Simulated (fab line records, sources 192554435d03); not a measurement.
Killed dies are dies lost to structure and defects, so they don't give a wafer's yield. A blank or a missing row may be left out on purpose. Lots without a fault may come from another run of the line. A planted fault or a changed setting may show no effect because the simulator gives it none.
Chamber matching | flow n5_finfet | N5_FIN_SAQP_ETCH_34 on rie_diel-03: 4 sister chambers
The step etches SiO2 in C4F6/O2, target depth 45 nm, time 15 s. 14 wafers are shown with their chamber, then 7 later ones without.

WAFERS WITH THEIR CHAMBER
wafer  | chamber | showerhead_plenum_p_Torr (Torr) | throttle_valve_pct (%) | drypump_motor_current_A (A)
L077.2 | 1       | 2.96                            | 21.46                  | 5.7
L077.5 | 2       | 2.72                            | 21.54                  | 5.7
L077.6 | 1       | 2.96                            | 21.47                  | 5.7
L080.2 | 2       | 2.72                            | 21.54                  | 5.7
L080.5 | 2       | 2.72                            | 21.56                  | 5.8
L080.6 | 0       | 2.75                            | 21.05                  | 5.4
L081.1 | 1       | 2.96                            | 21.48                  | 5.7
L081.4 | 2       | 2.72                            | 21.55                  | 5.7
L081.5 | 3       | 3.01                            | 20.84                  | 6.6
L086.1 | 3       | 3.01                            | 20.86                  | 6.6
L086.5 | 1       | 2.95                            | 21.50                  | 5.7
L086.6 | 2       | 2.71                            | 21.58                  | 5.8
L088.1 | 0       | 2.74                            | 21.08                  | 5.3
L088.5 | 0       | 2.74                            | 21.07                  | 5.3

SIGNATURES (means of the wafers above)
reading                  | chamber 0 | chamber 1 | chamber 2 | chamber 3 | scatter within a chamber
showerhead_plenum_p_Torr | 2.7433    | 2.9575    | 2.7180    | 3.0100    | 0.00471
throttle_valve_pct       | 21.0667   | 21.4775   | 21.5540   | 20.8500   | 0.0163
drypump_motor_current_A  | 5.333     | 5.700     | 5.740     | 6.600     | 0.0432
Rule: a wafer's distance from a chamber is the root of the sum, over the readings, of the square of ((its reading less the chamber's mean) divided by the reading's scatter). The wafer belongs to the nearest chamber; if the next one is less than 2 further off, it can't be placed. The scatter: the root of (the sum of the squares of (reading less its chamber's mean) over the shown wafers, divided by (wafers less chambers)).

WAFERS WITHOUT THEIR CHAMBER
wafer  | showerhead_plenum_p_Torr (Torr) | throttle_valve_pct (%) | drypump_motor_current_A (A)
L088.6 | 2.95                            | 21.51                  | 5.7
L091.1 | 2.95                            | 21.50                  | 5.7
L091.2 | 2.74                            | 21.08                  | 5.3
L091.3 | 3.00                            | 20.86                  | 6.6
L095.3 | 2.94                            | 21.51                  | 5.7
L095.5 | 3.05                            | 21.17                  | 5.7
L095.6 | 3.00                            | 20.86                  | 6.6

WHICH CHAMBER EACH WENT THROUGH
wafer  | from the rows above | in truth
L088.6 | 1                   | 1
L091.1 | 1                   | 1
L091.2 | 0                   | 0
L091.3 | 3                   | 3
L095.3 | 1                   | 1
L095.5 | 1                   | 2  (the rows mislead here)
L095.6 | 3                   | 3
Placed correctly: 6 of 7. Can't be placed from these rows: 0. Placed wrongly: 1.
